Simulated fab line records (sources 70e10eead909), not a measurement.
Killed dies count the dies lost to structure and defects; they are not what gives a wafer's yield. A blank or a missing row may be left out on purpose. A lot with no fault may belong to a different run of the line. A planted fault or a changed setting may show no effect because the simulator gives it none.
fab line records ; flow nandHarc
record: lots: 6; wafers: 18; lastDay: 23
route steps=1159 shown P_GATE@170 END@1159
lots that met no fault: from a run of the same line without faults
startH: hours from the record's opening day to when the first of the lot's shown wafers began ; waitH: how many hours have passed since the lot's step before this one ; " the same as in the row above ; L1.1+2: several wafers, shown together as one row ; - no value present, or no start provided ; * or withheld: withheld ; < > ~ a bound
route shown NAME@n: a module of which the file shows steps, and the number in the route of the first ; usual: mean/standard deviation of fault-free wafers ; same: alike in all rows ; chamber/n: place in a boat ; sites: each site's reading ; _std_site: standard deviation of those values ; _edge_site: inner sites' mean taken away from outer sites' mean ; radiusMm: how far each site lies from the wafer's centre ; mask NAME#n: copy n ; behind: the most recent tool/chamber to have shaped the wafer ; hold: the reason the lot was held/the length of the hold in hours/how it ended ; device: names the non-switching transistor (n, p or np) ; end of line: tests run on the same wafers once the route is complete ; a step given without rows: its recipe and nothing more ; killed: count of dies lost to structure and defects at first sort (not the wafer's yield) ; map: a wafer's dies, marking killed ones x, the rest . and places with no die _
set.NAME: setting as actually run; set.NAME@STEP: the setting as run at that earlier step ; model.NAME: the simulator's own value behind a step, which no gauge read
lots at some steps of the route; a table a step, a row a wafer
services: when a tool's chamber went out of use (startH, in hours from the record's first day, below 0 if earlier), for how many hours, and the reason
== steps ==
step: NHARC_P_GATE_CD_MEAS_46
recipe: targetCdNm: 720; landingEnergyEv: 500
usual: cdNm: 719.0/2.8
lot.wafer;tool;chamber;startH;waitH;cdNm
L183.2;cdSem-03;0;93.98;-;715.7
L183.3;cdSem-03;0;93.98;-;718.7
L183.4;cdSem-03;0;93.98;-;714.2
L185.2;cdSem-02;0;122.11;-;723.7
L185.4;cdSem-02;0;122.11;-;717.1
L185.6;cdSem-02;0;122.11;-;719.0
L187.1;cdSem-03;0;127.80;-;720.7
L187.2;cdSem-03;0;127.80;-;724.2
L187.5;cdSem-03;0;127.80;-;721.0
L189.1;cdSem-01;0;141.23;-;720.5
L189.5;cdSem-01;0;141.23;-;718.3
L189.6;cdSem-01;0;141.23;-;717.8
L192.3;cdSem-01;0;160.74;-;719.4
L192.4;cdSem-01;0;160.74;-;719.9
L192.6;cdSem-01;0;160.74;-;719.7
L199.2;cdSem-02;0;202.59;-;715.5
L199.4;cdSem-02;0;202.59;-;716.0
L199.6;cdSem-02;0;202.59;-;718.4
step: NHARC_P_GATE_HARDBAKE_47
recipe: tempC: 125; timeS: 80
step: NHARC_P_GATE_DESCUM_48
recipe: timeS: 3; o2FlowSccm: 200; arFlowSccm: 0; biasPowerW: 0; chemistry: O2
step: NHARC_P_GATE_IMPLANT_49
recipe: energyKev: 30; doseCm2: 3e+15; tiltDeg: 7
step: NHARC_P_GATE_STRIP_111
recipe: powerW: 1500; tempC: 110; timeS: 250; chemistry: N2/H2
usual: drypumpMotorCurrentA: 5.9/0.42; heaterPowerW: 96/5.4
lot.wafer;tool;chamber;startH;waitH;drypumpMotorCurrentA;heaterPowerW;rfHoursCounterH
L183.2;plasmaAsher-02;0;94.56;0.2;5.6;95;28
L183.4;plasmaAsher-02;1;94.56;0.2;6.4;98;-
L183.3;plasmaAsher-02;0;94.56;0.2;5.6;97;-
L185.2;plasmaAsher-02;1;122.66;0.2;6.3;98;38
L185.4;plasmaAsher-02;1;122.66;0.2;6.4;98;-
L185.6;plasmaAsher-02;0;122.66;0.2;5.6;96;-
L187.2;plasmaAsher-01;1;128.33;0.2;6.2;92;6
L187.1;plasmaAsher-01;0;128.33;0.2;5.2;84;6
L187.5;plasmaAsher-01;1;128.33;0.2;6.2;95;-
L189.1;plasmaAsher-01;1;141.76;0.2;6.2;95;8
L189.6;plasmaAsher-01;1;141.76;0.2;6.2;96;-
L189.5;plasmaAsher-01;0;141.76;0.2;5.2;83;-
L192.4;plasmaAsher-02;0;161.37;0.2;5.6;95;-
L192.3;plasmaAsher-02;1;161.37;0.2;6.3;99;-
L192.6;plasmaAsher-02;0;161.37;0.2;5.6;96;-
L199.2;plasmaAsher-02;0;203.34;0.3;5.6;104;11
L199.4;plasmaAsher-02;0;203.34;0.3;5.6;104;-
L199.6;plasmaAsher-02;1;203.34;0.3;6.4;97;-
step: NHARC_P_GATE_STRIP_75
recipe: powerW: 1500; tempC: 250; chemistry: O2
step: NHARC_P_GATE_STRIP_50
recipe: timeS: 900; tempC: 130; chemistry: SPM
step: NHARC_P_GATE_DEHYDRATE_51
recipe: tempC: 150; timeS: 120
step: NHARC_P_GATE_HMDS_52
recipe: timeS: 30
step: NHARC_P_GATE_COAT_53
recipe: spinRpm: 3000
step: NHARC_P_GATE_SOFTBAKE_54
recipe: tempC: 122; timeS: 95
step: NHARC_P_GATE_EBR_55
step: NHARC_P_GATE_EXPOSE_56
recipe: na: 0.6; targetCdNm: 720; doseMj: 14.81; maskId: P_PSD
lot.wafer;tool;chamber;startH;waitH;mask;model.P_GATE.overlayXNm
L183.2+3+4;krfScanner-02;0;95.46;-;P_PSD#0;-1.21
L185.2+4+6;krfScanner-02;0;123.74;-;P_PSD#0;3.176
L187.1+2+5;krfScanner-01;0;129.27;-;P_PSD#0;-6.37
L189.1+5+6;krfScanner-01;0;142.83;-;P_PSD#0;89.26
L192.3+4+6;krfScanner-01;0;162.35;-;P_PSD#0;99.33
L199.2+4+6;krfScanner-02;0;204.43;-;P_PSD#0;0.977
step: NHARC_P_GATE_PEB_57
recipe: pebTempC: 118; pebTimeS: 85
step: NHARC_P_GATE_DEVELOP_58
recipe: timeS: 70
step: NHARC_P_GATE_CD_MEAS_59
recipe: targetCdNm: 720; landingEnergyEv: 500
usual: cdNm: 720.2/2.7
lot.wafer;tool;chamber;startH;waitH;cdNm
L183.2;cdSem-03;0;95.62;-;721.5
L183.3;cdSem-03;0;95.62;-;722.0
L183.4;cdSem-03;0;95.62;-;721.4
L185.2;cdSem-03;0;123.89;-;721.6
L185.4;cdSem-03;0;123.89;-;720.2
L185.6;cdSem-03;0;123.89;-;718.5
L187.1;cdSem-02;0;129.42;-;726.5
L187.2;cdSem-02;0;129.42;-;721.4
L187.5;cdSem-02;0;129.42;-;727.3
L189.1;cdSem-02;0;142.98;-;722.7
L189.5;cdSem-02;0;142.98;-;718.0
L189.6;cdSem-02;0;142.98;-;722.2
L192.3;cdSem-01;0;162.50;-;724.3
L192.4;cdSem-01;0;162.50;-;722.0
L192.6;cdSem-01;0;162.50;-;721.0
L199.2;cdSem-03;0;204.59;-;720.9
L199.4;cdSem-03;0;204.59;-;721.5
L199.6;cdSem-03;0;204.59;-;718.5
step: NHARC_P_GATE_HARDBAKE_60
recipe: tempC: 125; timeS: 80
step: NHARC_P_GATE_DESCUM_61
recipe: timeS: 3; o2FlowSccm: 200; arFlowSccm: 0; biasPowerW: 0; chemistry: O2
usual: drypumpMotorCurrentA: 5.7/0.42; oesProductAu: 1.001/0.014; rfVppV: 58.0/0.99; showerheadPlenumPTorr: 1.93/0.062; throttleValvePct: 11.310/0.0085
lot.wafer;tool;chamber;startH;waitH;drypumpMotorCurrentA;oesProductAu;rfHoursCounterH;rfVppV;showerheadPlenumPTorr;throttleValvePct
L183.4;rieDiel-13;1;95.77;-;5.5;1.008;28;58.8;2.02;11.316
L183.3;rieDiel-13;2;95.77;-;5.8;0.995;28;58.2;1.91;11.315
L183.2;rieDiel-13;0;95.77;-;5.6;0.974;26;56.5;1.78;11.308
L185.2;rieDiel-01;1;124.06;-;5.0;1.019;56;56.2;1.89;11.318
L185.6;rieDiel-01;0;124.06;-;5.8;1.013;-;58.9;2.00;11.297
L185.4;rieDiel-01;3;124.06;-;6.6;1.014;-;58.2;2.02;11.308
L187.1;rieDiel-06;2;129.59;-;5.9;0.983;19;57.9;1.91;11.304
L187.2;rieDiel-06;3;129.59;-;6.4;0.989;20;58.9;1.90;11.324
L187.5;rieDiel-06;2;129.59;-;5.9;0.980;-;57.9;1.91;11.313
L189.1;rieDiel-13;3;143.18;-;5.8;1.001;4;57.8;1.95;11.307
L189.5;rieDiel-13;0;143.18;-;5.7;0.987;-;56.9;1.78;11.294
L189.6;rieDiel-13;1;143.18;-;5.5;1.000;-;59.5;2.02;11.304
L192.4;rieDiel-01;0;162.66;-;5.8;0.979;9;60.2;1.99;11.312
L192.3;rieDiel-01;3;162.66;-;6.6;0.996;9;57.8;2.02;11.305
L192.6;rieDiel-01;1;162.66;-;5.0;1.009;-;58.6;1.89;11.303
L199.2;rieDiel-01;2;204.76;-;5.2;1.011;24;59.3;1.98;11.320
L199.4;rieDiel-01;0;204.76;-;5.8;0.990;25;58.4;1.99;11.310
L199.6;rieDiel-01;2;204.76;-;5.2;1.000;-;60.1;1.98;11.309
step: NHARC_P_GATE_IMPLANT_62
recipe: energyKev: 20; doseCm2: 3e+15; tiltDeg: 7
step: NHARC_P_GATE_STRIP_112
recipe: powerW: 1500; tempC: 110; timeS: 200; chemistry: N2/H2
usual: drypumpMotorCurrentA: 5.9/0.4; heaterPowerW: 98/5.1
lot.wafer;tool;chamber;startH;waitH;drypumpMotorCurrentA;heaterPowerW;rfHoursCounterH
L183.2;plasmaAsher-02;1;96.14;0.2;6.4;98;29
L183.4;plasmaAsher-02;1;96.14;0.2;6.3;97;-
L183.3;plasmaAsher-02;0;96.14;0.2;5.6;98;-
L185.2;plasmaAsher-02;1;124.45;0.2;6.3;100;39
L185.4;plasmaAsher-02;1;124.45;0.2;6.3;97;-
L185.6;plasmaAsher-02;1;124.45;0.2;6.3;97;-
L187.2;plasmaAsher-01;1;129.95;0.2;6.2;95;6
L187.1;plasmaAsher-01;0;129.95;0.2;5.2;85;6
L187.5;plasmaAsher-01;1;129.95;0.2;6.2;95;-
L189.1;plasmaAsher-01;1;143.56;0.2;6.2;94;9
L189.6;plasmaAsher-01;0;143.56;0.2;5.2;83;-
L189.5;plasmaAsher-01;1;143.56;0.2;6.2;96;-
L192.4;plasmaAsher-02;1;164.18;1.3;6.3;98;-
L192.3;plasmaAsher-02;0;164.18;1.3;5.6;97;-
L192.6;plasmaAsher-02;1;164.18;1.3;6.3;100;-
L199.2;plasmaAsher-02;1;206.04;1.1;6.4;98;13
L199.4;plasmaAsher-02;1;206.04;1.1;6.4;104;-
L199.6;plasmaAsher-02;0;206.04;1.1;5.6;105;-
step: NHARC_P_GATE_STRIP_76
recipe: powerW: 1500; tempC: 250; chemistry: O2
step: NHARC_P_GATE_STRIP_63
recipe: timeS: 900; tempC: 130; chemistry: SPM
step: NHARC_P_GATE_DEHYDRATE_83
recipe: tempC: 150; timeS: 120
step: NHARC_P_GATE_HMDS_84
recipe: timeS: 30
step: NHARC_P_GATE_COAT_85
recipe: spinRpm: 3000
step: NHARC_P_GATE_SOFTBAKE_86
recipe: tempC: 122; timeS: 95
step: NHARC_P_GATE_EBR_87
step: NHARC_P_GATE_EXPOSE_88
recipe: na: 0.6; targetCdNm: 2000; doseMj: 11.87; maskId: P_HVN
step: NHARC_P_GATE_PEB_89
recipe: pebTempC: 118; pebTimeS: 85
step: NHARC_P_GATE_DEVELOP_90
recipe: timeS: 70
step: NHARC_P_GATE_CD_MEAS_91
recipe: targetCdNm: 2000; landingEnergyEv: 500
usual: cdNm: 1998/3.6
lot.wafer;tool;chamber;startH;waitH;cdNm
L183.2;cdSem-01;0;97.20;-;1998
L183.3;cdSem-01;0;97.20;-;1997
L183.4;cdSem-01;0;97.20;-;1996
L185.2;cdSem-01;0;125.63;-;2000
L185.4;cdSem-01;0;125.63;-;1998
L185.6;cdSem-01;0;125.63;-;1995
L187.1;cdSem-01;0;131.00;-;2006
L187.2;cdSem-01;0;131.00;-;2001
L187.5;cdSem-01;0;131.00;-;2003
L189.1;cdSem-03;0;144.69;-;1996
L189.5;cdSem-03;0;144.69;-;1996
L189.6;cdSem-03;0;144.69;-;1996
L192.3;cdSem-02;0;165.16;-;2000
L192.4;cdSem-02;0;165.16;-;2000
L192.6;cdSem-02;0;165.16;-;1998
L199.2;cdSem-03;0;207.19;-;1995
L199.4;cdSem-03;0;207.19;-;1995
L199.6;cdSem-03;0;207.19;-;1997
step: NHARC_P_GATE_HARDBAKE_92
recipe: tempC: 125; timeS: 80
step: NHARC_P_GATE_DESCUM_93
recipe: timeS: 3; o2FlowSccm: 200; arFlowSccm: 0; biasPowerW: 0; chemistry: O2
step: NHARC_P_GATE_IMPLANT_94
recipe: energyKev: 60; doseCm2: 2e+15; tiltDeg: 7
step: NHARC_P_GATE_STRIP_113
recipe: powerW: 1500; tempC: 110; timeS: 740; chemistry: N2/H2
usual: drypumpMotorCurrentA: 5.9/0.4; heaterPowerW: 98/5.1
lot.wafer;tool;chamber;startH;waitH;drypumpMotorCurrentA;heaterPowerW;rfHoursCounterH
L183.2;plasmaAsher-02;0;97.73;0.2;5.6;97;29
L183.3;plasmaAsher-02;0;97.73;0.2;5.6;96;-
L183.4;plasmaAsher-02;1;97.73;0.2;6.3;98;-
L185.2;plasmaAsher-01;0;126.30;0.3;5.2;82;5
L185.4;plasmaAsher-01;1;126.30;0.3;6.2;96;-
L185.6;plasmaAsher-01;0;126.30;0.3;5.2;83;-
L187.2;plasmaAsher-02;0;131.53;0.2;5.6;93;42
L187.1;plasmaAsher-02;1;131.53;0.2;6.3;95;42
L187.5;plasmaAsher-02;1;131.53;0.2;6.3;96;-
L189.1;plasmaAsher-01;1;145.36;0.3;6.2;96;9
L189.6;plasmaAsher-01;0;145.36;0.3;5.2;83;-
L189.5;plasmaAsher-01;1;145.36;0.3;6.2;95;-
L192.4;plasmaAsher-02;0;166.22;0.6;5.6;97;-
L192.3;plasmaAsher-02;1;166.22;0.6;6.3;98;-
L192.6;plasmaAsher-02;0;166.22;0.6;5.6;95;-
L199.2;plasmaAsher-02;0;207.76;0.2;5.6;104;15
L199.4;plasmaAsher-02;0;207.76;0.2;5.6;105;-
L199.6;plasmaAsher-02;1;207.76;0.2;6.3;98;-
step: NHARC_P_GATE_STRIP_95
recipe: powerW: 1500; tempC: 250; chemistry: O2
step: NHARC_P_GATE_STRIP_96
recipe: timeS: 900; tempC: 130; chemistry: SPM
step: NHARC_P_GATE_RTA_64
recipe: tempC: 1050; timeS: 1
step: NHARC_P_GATE_ETCH_77
recipe: targetDepthA: 60; chemistry: dHF; material: SiO2
step: NHARC_P_GATE_DEGAS_109
recipe: tempC: 300; timeS: 60
usual: heaterPowerW: 472/57
lot.wafer;tool;chamber;startH;waitH;heaterPowerW
L183.2;pvdSputter-01;-;99.31;0.1;520
L183.3;pvdSputter-01;-;99.31;0.1;376
L183.4;pvdSputter-01;-;99.31;0.1;529
L185.2;pvdSputter-02;-;127.77;0.1;455
L185.4;pvdSputter-02;-;127.77;0.1;566
L185.6;pvdSputter-02;-;127.77;0.1;461
L187.2;pvdSputter-01;-;133.10;0.1;466
L187.1;pvdSputter-01;-;133.10;0.1;519
L187.5;pvdSputter-01;-;133.10;0.1;453
L189.1;pvdSputter-03;-;146.84;0.1;409
L189.5;pvdSputter-03;-;146.84;0.1;392
L189.6;pvdSputter-03;-;146.84;0.1;486
L192.4;pvdSputter-03;-;167.57;0.1;393
L192.3;pvdSputter-03;-;167.57;0.1;509
L192.6;pvdSputter-03;-;167.57;0.1;393
L199.4;pvdSputter-02;-;209.34;0.1;535
L199.2;pvdSputter-02;-;209.34;0.1;489
L199.6;pvdSputter-02;-;209.34;0.1;498
step: NHARC_P_GATE_PRE_CLEAN_110
recipe: timeS: 30; biasV: 200; gas: Ar
step: NHARC_P_GATE_SPUTTER_78
recipe: targetThkA: 100; material: Ni
step: NHARC_END_SORT_01
recipe: tempC: 25
usual: killedAtArray: 29/10; killedAtOther: 0.7/1.1; killedAtPeriphery: 3.3/2.4; killedDies: 33/11; killedOpen: 3.3/2; killedShort: 1.9/1.3
same: grossDies: 677
lot.wafer;tool;chamber;startH;waitH;killedAtArray;killedAtOther;killedAtPeriphery;killedDies;killedOpen;killedShort
L189.1;prober-01;0;498.07;2.5;20;0;11;31;1;2
L189.5;prober-01;0;501.28;3.7;18;0;9;27;1;0
L189.6;prober-01;0;502.08;4.0;22;1;11;34;3;0
L192.3;prober-02;0;499.71;3.1;15;0;26;41;1;3
L192.4;prober-02;0;500.53;3.4;13;0;21;34;2;1
L192.6;prober-02;0;502.16;4.1;14;0;18;32;1;2
killed by level:class
L189.1 A_SLIT:chamberFilmFlake=10 P_GATE:overlay=6 A_CHANNEL_HOLE_D1:chamberFilmFlake=5 P_STI:chamberFilmFlake=3 A_STAIRCASE:chamberFilmFlake=2 P_GATE:geometricParticle:short=1 A_CHANNEL_FILL_D1:geometricParticle:open=1 A_M0:geometricParticle:short=1
L192.3 P_GATE:overlay=25 A_CONTACT:chamberFilmFlake=5 A_STAIRCASE:chamberFilmFlake=4 A_CHANNEL_HOLE_D1:chamberFilmFlake=2 P_M0:geometricParticle:open=1 A_ONON_D1:geometricParticle:short=1 A_CHANNEL_FILL_D1:geometricParticle:short=1 A_WL_FILL:geometricParticle:short=1
L192.4 P_GATE:overlay=20 A_CONTACT:chamberFilmFlake=4 A_CHANNEL_HOLE_D1:chamberFilmFlake=2 A_STAIRCASE:chamberFilmFlake=2 A_WL_FILL:chamberFilmFlake=2 A_CHANNEL_HOLE_D1:geometricParticle:short=1 A_CONTACT:geometricParticle:open=1 A_M0:geometricParticle:open=1
L189.5 A_SLIT:chamberFilmFlake=13 P_GATE:overlay=7 P_STI:chamberFilmFlake=2 A_CHANNEL_HOLE_D1:chamberFilmFlake=2 A_WL_FILL:geometricParticle:open=1 A_STAIRCASE:chamberFilmFlake=1 A_CONTACT:chamberFilmFlake=1
L189.6 A_SLIT:chamberFilmFlake=14 P_GATE:overlay=10 A_CHANNEL_HOLE_D1:chamberFilmFlake=4 A_CONTACT:chamberFilmFlake=2 P_CONTACT:geometricParticle:open=1 A_WL_FILL:geometricParticle:open=1 A_BLC:geometricParticle:open=1 THIN_TSV:chamberFilmFlake=1
L192.6 P_GATE:overlay=15 A_WL_FILL:chamberFilmFlake=6 A_CHANNEL_HOLE_D1:chamberFilmFlake=4 A_CONTACT:chamberFilmFlake=2 P_GATE:geometricParticle:short=1 P_CONTACT:geometricParticle:open=1 A_M0:geometricParticle:short=1 P_ZERO_WELL:chamberFilmFlake=1
map L189.6 (x killed, . not)
____________.____________
_________......._________
_______..........._______
______.............______
_____..............._____
____.................____
____.................____
___.............x.....___
___...................___
__.....................__
__...............x.....__
_......................._
_......................._
_.................x....._
_......................._
_......................._
.........................
......x.....x............
..............x..x..x....
........x.......x........
.........................
_..............x..x....._
_............xxxxx.....x_
_...........x....x..x..._
_........x.x..xx.x......_
_..............x........_
__.............xx......__
__................xx...__
___...................___
___...................___
____...x.............____
____..............x..____
_____..............._____
______.............______
_______..........._______
_________..x...._________
____________.____________
map L192.3 (x killed, . not)
____________.____________
_________...x..._________
_______..x.......x_______
______.............______
_____............x.._____
____.................____
____.................____
___x....x...x.........___
___...................___
__x..x.................__
__.....................__
_.x.x...x..............._
_.....x................._
_.x....................._
_..x...................x_
_...x..................._
.........................
...............x.........
.................x.......
..x.........x............
...x.................x...
_..x...................._
_................x....x._
_...........x....x......_
_.......xx....x..x......_
_......................._
__.....................__
__.x......x.x..........__
___..x..........x.x.x.___
___...................___
____.................____
____.................____
_____..............._____
______........x....______
_______..........._______
_________......x_________
____________.____________
== services ==
tool;chamber;startH;hours;kind
pvdSputter-03;-;73.13;2.1;repair
rieDiel-01;3;73.30;19.1;repair
krfScanner-01;-;84.00;4.0;pm
rieDiel-13;-;99.03;9.0;pm
plasmaAsher-01;-;99.62;9.0;pm
pvdSputter-03;-;102.00;10.0;pm
plasmaAsher-02;-;103.02;0.3;repair
rieDiel-13;2;113.36;9.5;repair
krfScanner-01;-;115.40;1.9;repair
rieDiel-01;2;122.17;4.6;repair
rieDiel-13;3;124.27;5.6;repair
rieDiel-01;1;132.81;3.8;repair
rieDiel-01;-;137.80;9.0;pm
krfScanner-02;-;142.97;2.0;repair
plasmaAsher-01;-;150.85;83.2;repair
krfScanner-02;-;154.02;0.8;repair
pvdSputter-01;-;158.06;10.0;pm
pvdSputter-02;-;167.76;0.7;repair
rieDiel-13;0;175.66;35.2;repair
plasmaAsher-02;-;183.03;9.0;pm
plasmaAsher-02;0;183.03;9.0;ventCycle
rieDiel-13;3;195.00;8.4;repair
rieDiel-06;1;197.92;2.2;repair
rieDiel-06;1;200.69;9.4;repair
== key ==
firstSign: step: NHARC_END_SORT_01; reading: killedAtPeriphery; direction: up; sigmas: 5.3; usual: 3.3; struck: 16
effect none on later readings
modelEffect: step: NHARC_P_GATE_EXPOSE_56; value: P_GATE.overlayXNm; without: 5.227; struck: 94.29
metAt NHARC_P_GATE_EXPOSE_56
struckWafers L189.1,L189.5,L189.6,L192.3,L192.4,L192.6
testerLeftOut L189,L192
onsetBetween 129.27 142.83
alsoFits NHARC_P_GATE_DEGAS_109:pvdSputter-03
fault: kind: scannerMatchingOverlay; tool: krfScanner-01; chamber: -; onsetH: 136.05; steps: NHARC_P_GATE_EXPOSE_56; offset: 89.067
testerLeftOut: of these lots the tester's yield and bins aren't shown, on N5 and GAA mostly nor the transistor test; their killed dies are dies lost to structure and defects alone, not to doping, threshold or leakage, so they don't give the yield
